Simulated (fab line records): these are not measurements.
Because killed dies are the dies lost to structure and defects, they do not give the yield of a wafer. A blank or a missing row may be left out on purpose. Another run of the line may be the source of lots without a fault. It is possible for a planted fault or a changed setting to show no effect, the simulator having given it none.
fab line records | flow n5_finfet
record: lots: 7 | wafers: 21
route steps=1938 shown PASSIVATION@1930
start_h: the number of hours between the record's first day and the start of the first shown wafer of the lot | wait_h: hours from the lot's prior step to this one | " same as the row above | L1.1+2: a single row standing in for several wafers | - either no value or no given start | * or withheld: withheld | < > ~ a bound
route shown NAME@n: names a module that has steps shown in the file, with the first one's number in the route | usual: mean/standard deviation taken from wafers without a fault | same: alike in all rows | chamber/n: place in a boat | sites: the reading at each site | _std_site: standard deviation across them | _edge_site: inner sites' mean taken away from outer sites' mean | radius_mm: how far each site lies from the wafer's centre | mask NAME#n: copy n | behind: the tool/chamber that last shaped the wafer | hold: why the lot was held/for how many hours/how that ended | device: names the non-switching transistor (n, p or np) | end of line: tests of these same wafers at the route's end | a step without rows: its recipe alone | killed: dies that structure and defects cost at the first sort, which is not the same as the wafer's yield | map: dies across one wafer; x = killed, . = not, _ = none there
set.NAME: setting as actually run; set.NAME@STEP: the setting as run at that earlier step | model.NAME: the simulator's own value behind a step, which no gauge read
lots where settings were altered on purpose, with a table for each step and a row for each wafer
== steps ==
step: N5_PASSIVATION_ETCH_54
recipe: chemistry: CHF3/O2 | target: SiO2 | target_depth_a: 8800 | CHF3_flow_sccm: 50 | O2_flow_sccm: 5 | Ar_flow_sccm: 200 | time_s: 440 | mask_material: PR | pressure_mtorr: 30 | source_w: 650 | bias_w: 170 | ion_energy_ev: 200
usual: rf_vpp_V: 524/11
lot.wafer | tool        | chamber | start_h | wait_h | set.source_w | rf_vpp_V | model.etch.depth_nm | model.PASSIVATION.feature_depth_nm
L074.3    | rie_diel-03 | 0       | 275.50  | 0.1    | 650          | 530      | 867.4               | 867.4
L074.5    | "           | 2       | "       | "      | 562.8        | 547      | 848.5               | 848.4
L074.6    | "           | 1       | "       | "      | 562.8        | 550      | 831.6               | 831.6
L075.3    | rie_diel-02 | 0       | 281.70  | 0.1    | 650          | 522      | 875.7               | 875.8
L075.4    | "           | 3       | "       | "      | 650          | 537      | 876.6               | 876.6
L075.5    | "           | 2       | "       | "      | 650          | 525      | 857                 | 857
L078.1    | rie_diel-02 | 3       | 286.23  | 0.1    | 650          | 536      | 869.1               | 869.2
L078.2    | "           | 2       | "       | "      | 587.6        | 551      | 822.1               | 822.2
L078.4    | "           | 0       | "       | "      | 650          | 523      | 884.9               | 885
L077.2    | rie_diel-03 | 0       | 289.05  | 0.1    | 650          | 531      | 856.6               | 856.6
L077.3    | "           | 1       | "       | "      | 684.1        | 499      | 891.5               | 891.4
L077.5    | "           | 2       | "       | "      | 650          | 507      | 886.8               | 886.8
L088.1    | rie_diel-03 | 1       | 365.26  | 0.1    | 722.6        | 488      | 919.2               | 919.2
L088.2    | "           | 2       | "       | "      | 722.6        | 483      | 926.8               | 926.8
L088.3    | "           | 0       | "       | "      | 650          | 529      | 868.1               | 868.2
L090.2    | rie_diel-04 | 1       | 379.25  | 0.1    | 650          | 513      | 864.2               | 864.2
L090.3    | "           | 2       | "       | "      | 650          | 534      | 892.1               | 892
L090.4    | "           | 3       | "       | "      | 562.3        | 580      | 836                 | 836
L094.3    | rie_diel-03 | 1       | 402.87  | 0.1    | 650          | 512      | 868.1               | 868
L094.5    | "           | 1       | "       | "      | 759.7        | 474      | 927.2               | 927.2
L094.6    | "           | 2       | "       | "      | 650          | 507      | 875.6               | 875.6
step: N5_PASSIVATION_STRIP_48
recipe: chemistry: O2 | power_w: 600 | temp_c: 60 | pressure_mtorr: 30 | rf_frequency_hz: 6e+07 | bias_power_w: 0 | overash_fraction: 0.5 | o2_flow_sccm: 225
step: N5_PASSIVATION_STRIP_52
recipe: chemistry: post_etch_residue_remover | time_s: 1200 | temp_c: 72.5
step: N5_PASSIVATION_SRD_72
recipe: dry: ipa_marangoni | time_s: 30 | temp_c: 23 | rinse_liquid: diw
step: N5_PASSIVATION_ANNEAL_56
recipe: temp_c: 400 | time_s: 1800 | ambient: FGA | idle_temp_c: 300 | ramp_up_c_per_min: 5 | ramp_down_c_per_min: 3
step: N5_PASSIVATION_PROBE_49
usual: defect_limited_yield: 91.2/1.6 | killed_at_M0_to_M3: 31/10 | killed_at_M4_up: 14/4.4 | killed_at_contacts: 13/6 | killed_at_front_end: 43/13 | killed_at_other: 3.5/2.6 | killed_dies: 104/18 | killed_open: 68/14 | killed_short: 34/8.1 | sort_bin_4_leakage: 0.01/0.073 | sort_bin_5_function: 5.1/1.1 | sort_bin_6_memory: 3.3/0.68 | sort_bin_8_speed: 0.00/0.0071 | sort_n_pass: 1076/18
same: gross_dies: 1180 | killed_at_back_side: 0
lot.wafer | tool      | chamber | start_h | wait_h | set.time_s@PASSIVATION_ETCH_59 | defect_limited_yield[%] | killed_at_M0_to_M3 | killed_at_M4_up | killed_at_contacts | killed_at_front_end | killed_at_other | killed_dies | killed_open | killed_short | sort_bin_4_leakage[%] | sort_bin_5_function[%] | sort_bin_6_memory[%] | sort_bin_8_speed[%] | sort_n_pass
L074.3    | prober-01 | -       | 278.37  | 0.1    | 34.9                           | 78.9                    | 38                 | 15              | 11                 | 175                 | 10              | 249         | 68          | 52           | 0                     | 12.6                   | 7.7                  | 0.17                | 931
L074.5    | prober-01 | -       | 278.47  | 0.2    | 27.11                          | 35.6                    | 52                 | 24              | 9                  | 39                  | 636             | 760         | 63          | 53           | 0                     | 59.1                   | 4.1                  | 1.02                | 420
L074.6    | prober-01 | -       | 278.52  | 0.3    | 34.9                           | 79.2                    | 27                 | 12              | 11                 | 189                 | 7               | 246         | 62          | 35           | 0                     | 12.7                   | 7.5                  | 0                   | 934
L075.3    | prober-02 | -       | 284.59  | 0.1    | 34.9                           | 88.0                    | 61                 | 16              | 13                 | 46                  | 6               | 142         | 89          | 46           | 0                     | 6.4                    | 3.8                  | 0                   | 1038
L075.4    | prober-02 | -       | 284.64  | 0.2    | 34.9                           | 91.9                    | 36                 | 8               | 18                 | 27                  | 6               | 95          | 61          | 34           | 0                     | 5.1                    | 2.7                  | 0                   | 1085
L075.5    | prober-02 | -       | 284.69  | 0.2    | 34.9                           | 91.3                    | 47                 | 14              | 13                 | 27                  | 2               | 103         | 69          | 28           | 0                     | 5.1                    | 2.9                  | 0                   | 1077
L078.1    | prober-01 | -       | 289.02  | 0.0    | 34.9                           | 90.6                    | 27                 | 16              | 8                  | 60                  | 0               | 111         | 81          | 30           | 0                     | 5.5                    | 3.6                  | 0                   | 1069
L078.2    | prober-01 | -       | 289.07  | 0.1    | 34.9                           | 69.7                    | 24                 | 27              | 15                 | 290                 | 2               | 358         | 66          | 40           | 0                     | 5.5                    | 3.1                  | 0                   | 822
L078.4    | prober-01 | -       | 289.17  | 0.2    | 34.9                           | 71.5                    | 24                 | 18              | 11                 | 281                 | 2               | 336         | 73          | 28           | 0.76                  | 5.2                    | 3.2                  | 0                   | 835
L077.2    | prober-02 | -       | 292.30  | 0.1    | 34.9                           | 95.0                    | 18                 | 7               | 6                  | 27                  | 1               | 59          | 41          | 17           | 0                     | 2.6                    | 2.3                  | 0                   | 1121
L077.3    | prober-02 | -       | 292.35  | 0.1    | 34.9                           | 82.0                    | 29                 | 10              | 12                 | 156                 | 5               | 212         | 51          | 29           | 0.08                  | 9.3                    | 8.1                  | 0                   | 967
L077.5    | prober-02 | -       | 292.45  | 0.2    | 34.9                           | 88.6                    | 25                 | 14              | 9                  | 81                  | 6               | 135         | 54          | 22           | 0                     | 8.6                    | 2.5                  | 0                   | 1045
L088.1    | prober-01 | -       | 368.08  | 0.0    | 42.63                          | 40.4                    | 35                 | 11              | 14                 | 642                 | 1               | 703         | 70          | 37           | 0                     | 55.7                   | 3.3                  | 0                   | 477
L088.2    | prober-01 | -       | 368.13  | 0.1    | 34.9                           | 94.0                    | 24                 | 10              | 9                  | 26                  | 2               | 71          | 50          | 21           | 0                     | 3.3                    | 2.5                  | 0                   | 1109
L088.3    | prober-01 | -       | 368.18  | 0.1    | 34.9                           | 86.4                    | 68                 | 18              | 17                 | 53                  | 4               | 160         | 72          | 35           | 0                     | 10.3                   | 3.0                  | 0                   | 1020
L090.2    | prober-01 | -       | 382.08  | 0.1    | 38.03                          | 75.2                    | 67                 | 18              | 14                 | 193                 | 1               | 293         | 89          | 34           | 0.17                  | 16.5                   | 7.4                  | 0                   | 887
L090.3    | prober-01 | -       | 382.13  | 0.1    | 34.9                           | 76.9                    | 53                 | 14              | 24                 | 179                 | 2               | 272         | 102         | 41           | 0.68                  | 12.5                   | 9.0                  | 0                   | 908
L090.4    | prober-01 | -       | 382.18  | 0.2    | 34.9                           | 88.6                    | 44                 | 12              | 17                 | 59                  | 3               | 135         | 89          | 42           | 0                     | 7.0                    | 4.1                  | 0                   | 1045
L094.3    | prober-01 | -       | 406.29  | 0.6    | 37.01                          | 87.1                    | 44                 | 23              | 27                 | 56                  | 2               | 152         | 106         | 42           | 0                     | 7.7                    | 4.8                  | 0                   | 1028
L094.5    | prober-01 | -       | 406.39  | 0.7    | 34.9                           | 89.7                    | 16                 | 24              | 7                  | 73                  | 2               | 122         | 57          | 24           | 0                     | 7.0                    | 3.1                  | 0                   | 1058
L094.6    | prober-01 | -       | 406.44  | 0.8    | 34.9                           | 92.1                    | 33                 | 9               | 18                 | 30                  | 3               | 93          | 66          | 26           | 0                     | 5.3                    | 2.3                  | 0                   | 1087
killed by level:class
L074.3 GATE_CUT:area_expose=124 FIN_SAQP:geometric_particle:short=20 BEOL_M0_SAQP:geometric_particle:open=10 BEOL_M3:geometric_particle:open=10 MOL_CONTACT_COAG:geometric_particle:open=9 FIN_SAQP:geometric_particle:open=8 STI_FIN_REVEAL:geometric_particle:open=7 BEOL_M4:geometric_particle:open=7
L074.5 PASSIVATION:area_etch=631 BEOL_M0_SAQP:geometric_particle:short=19 FIN_SAQP:geometric_particle:short=13 BEOL_M3:geometric_particle:open=13 BEOL_M4:area_ecd=12 BEOL_M0_SAQP:geometric_particle:open=9 FIN_SAQP:geometric_particle:open=8 MOL_CONTACT_COAG:geometric_particle:open=6
L074.6 GATE_CUT:area_expose=147 FIN_SAQP:geometric_particle:short=12 FIN_SAQP:geometric_particle:open=11 MOL_CONTACT_COAG:geometric_particle:open=9 BEOL_M3:geometric_particle:open=7 STI_FIN_REVEAL:geometric_particle:open=6 BEOL_M0_SAQP:geometric_particle:open=5 BEOL_M0_SAQP:geometric_particle:short=5
L075.3 BEOL_M0_SAQP:geometric_particle:short=14 BEOL_M0_SAQP:geometric_particle:open=12 BEOL_M3:geometric_particle:open=11 MOL_CONTACT_COAG:geometric_particle:open=11 BEOL_M1:geometric_particle:open=9 FIN_SAQP:geometric_particle:open=8 STI_FIN_REVEAL:geometric_particle:open=8 BEOL_M0:geometric_particle:open=8
L075.4 MOL_CONTACT_COAG:geometric_particle:open=12 FIN_SAQP:geometric_particle:open=6 FIN_SAQP:geometric_particle:short=6 MOL_CONTACT_COAG:geometric_particle:short=6 BEOL_M3:geometric_particle:open=6 BEOL_M1:geometric_particle:open=6 BEOL_M0_SAQP:geometric_particle:open=5 BEOL_M0:geometric_particle:open=5
L075.5 MOL_CONTACT_COAG:geometric_particle:open=10 BEOL_M3:geometric_particle:open=10 FIN_SAQP:geometric_particle:open=8 BEOL_M0_SAQP:geometric_particle:open=8 BEOL_M1:geometric_particle:open=8 BEOL_M3:geometric_particle:short=5 HKMG_FIN:area_etch=5 BEOL_M0_SAQP:geometric_particle:short=4
L078.1 STI_FIN_REVEAL:geometric_particle:open=25 FIN_SAQP:geometric_particle:short=10 FIN_SAQP:geometric_particle:open=9 MOL_CONTACT_COAG:geometric_particle:open=7 BEOL_M0_SAQP:geometric_particle:open=7 BEOL_M3:geometric_particle:open=5 BEOL_M5:geometric_particle:open=5 STI_FIN_REVEAL:geometric_particle:short=4
L078.2 FIN_SAQP:area_peb=248 MOL_CONTACT_COAG:geometric_particle:open=10 FIN_SAQP:geometric_particle:open=8 STI_FIN_REVEAL:geometric_particle:open=7 BEOL_M1:geometric_particle:open=7 BEOL_M4:geometric_particle:open=6 STI_FIN_REVEAL:geometric_particle:short=5 MOL_CONTACT_COAG:geometric_particle:short=5
L078.4 FIN_SAQP:area_peb=230 FIN_SAQP:geometric_particle:open=11 STI_FIN_REVEAL:geometric_particle:open=9 MOL_CONTACT_COAG:geometric_particle:open=9 BEOL_M0_SAQP:geometric_particle:open=8 BEOL_M1:geometric_particle:open=7 FIN_SAQP:geometric_particle:short=5 GATE_CUT:geometric_particle:short=5
L077.2 DUMMY_GATE:geometric_particle:open=9 BEOL_M0_SAQP:geometric_particle:open=6 MOL_CONTACT_COAG:geometric_particle:open=5 BEOL_M3:geometric_particle:open=5 FIN_SAQP:geometric_particle:open=4 BEOL_M0_SAQP:geometric_particle:short=3 BEOL_M5:geometric_particle:open=3 FIN_SAQP:geometric_particle:short=2
L077.3 GATE_CUT:area_expose=130 MOL_CONTACT_COAG:geometric_particle:open=11 BEOL_M3:geometric_particle:open=8 BEOL_M0_SAQP:geometric_particle:short=6 FIN_SAQP:geometric_particle:open=4 FIN_SAQP:geometric_particle:short=4 STARTING-WAFER:geometric_particle:open=4 GATE_CUT:geometric_particle:short=4
L077.5 WELL_APT:area_expose=58 MOL_CONTACT_COAG:geometric_particle:open=9 BEOL_M0_SAQP:geometric_particle:open=8 STI_FIN_REVEAL:geometric_particle:open=5 STARTING-WAFER:geometric_particle:short=5 BEOL_M3:geometric_particle:open=5 BEOL_M4:geometric_particle:open=5 DUMMY_GATE:geometric_particle:open=3
L088.1 SD_EPI_N:area_etch=592 BEOL_M2:geometric_particle:open=13 MOL_CONTACT_COAG:geometric_particle:open=12 STI_FIN_REVEAL:geometric_particle:open=9 BEOL_M0_SAQP:geometric_particle:short=9 GATE_CUT:geometric_particle:short=8 FIN_SAQP:geometric_particle:short=6 BEOL_M3:geometric_particle:open=6
L088.2 BEOL_M2:geometric_particle:open=7 MOL_CONTACT_COAG:geometric_particle:open=7 BEOL_M4:geometric_particle:open=6 DUMMY_GATE:geometric_particle:open=5 BEOL_M0_SAQP:geometric_particle:open=4 BEOL_M3:geometric_particle:open=4 DUMMY_GATE:geometric_particle:short=3 BEOL_M1:geometric_particle:open=3
L088.3 BEOL_M0_SAQP:area_etch=49 MOL_CONTACT_COAG:geometric_particle:open=14 STI_FIN_REVEAL:geometric_particle:open=10 DUMMY_GATE:geometric_particle:open=8 BEOL_M4:geometric_particle:open=6 BEOL_M2:geometric_particle:open=5 BEOL_M6:geometric_particle:open=5 FIN_SAQP:geometric_particle:open=4
L090.2 GATE_CUT:area_expose=129 BEOL_M0_SAQP:area_etch=38 STI_FIN_REVEAL:geometric_particle:open=24 MOL_CONTACT_COAG:geometric_particle:open=9 BEOL_M2:geometric_particle:open=9 FIN_SAQP:geometric_particle:open=7 ILD0:geometric_particle:short=7 BEOL_M5:geometric_particle:open=6
L090.3 GATE_CUT:area_expose=120 MOL_CONTACT_COAG:geometric_particle:open=20 BEOL_M2:geometric_particle:open=13 FIN_SAQP:geometric_particle:open=12 BEOL_M0_SAQP:geometric_particle:short=11 DUMMY_GATE:geometric_particle:open=10 STI_FIN_REVEAL:geometric_particle:open=8 M1:area_ald=8
L090.4 FIN_SAQP:geometric_particle:open=14 MOL_CONTACT_COAG:geometric_particle:open=12 STI_FIN_REVEAL:geometric_particle:open=11 BEOL_M2:geometric_particle:open=8 BEOL_M1:geometric_particle:open=8 FIN_SAQP:geometric_particle:short=6 BEOL_M0_SAQP:geometric_particle:short=6 BEOL_M0:geometric_particle:open=6
L094.3 MOL_CONTACT_COAG:geometric_particle:open=23 FIN_SAQP:geometric_particle:short=13 BEOL_M0_SAQP:geometric_particle:open=12 BEOL_M4:geometric_particle:open=12 FIN_SAQP:geometric_particle:open=10 BEOL_M1:geometric_particle:open=9 BEOL_M2:geometric_particle:open=9 BEOL_M0_SAQP:geometric_particle:short=8
L094.5 SD_EPI_N:area_etch=40 BEOL_M4:geometric_particle:open=9 FIN_SAQP:geometric_particle:open=7 MOL_CONTACT_COAG:geometric_particle:open=7 FIN_SAQP:geometric_particle:short=5 BEOL_M5:geometric_particle:open=5 BEOL_M8:geometric_particle:open=5 STI_FIN_REVEAL:geometric_particle:open=4
L094.6 MOL_CONTACT_COAG:geometric_particle:open=16 BEOL_M1:geometric_particle:open=9 FIN_SAQP:geometric_particle:open=8 BEOL_M0_SAQP:geometric_particle:open=8 BEOL_M0_SAQP:geometric_particle:short=8 BEOL_M2:geometric_particle:open=7 FIN_SAQP:geometric_particle:short=5 STI_FIN_REVEAL:geometric_particle:open=5
== key ==
split: step: N5_PASSIVATION_ETCH_54 | setting: source_w | stated: 650 | by: wafer
response: step: N5_PASSIVATION_ETCH_54 | reading: rf_vpp_V | change: -2.69 | per: 1% | r: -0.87
response: step: N5_PASSIVATION_ETCH_54 | reading: model.etch.depth_nm | change: +3.49 | per: 1% | r: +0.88
response: step: N5_PASSIVATION_ETCH_54 | reading: model.PASSIVATION.feature_depth_nm | change: +3.49 | per: 1% | r: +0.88
split outside_this_file step=N5_PASSIVATION_ETCH_59 setting=time_s
split outside_this_file: this setting was split too, and the file shows its column; the key of that split is in another file
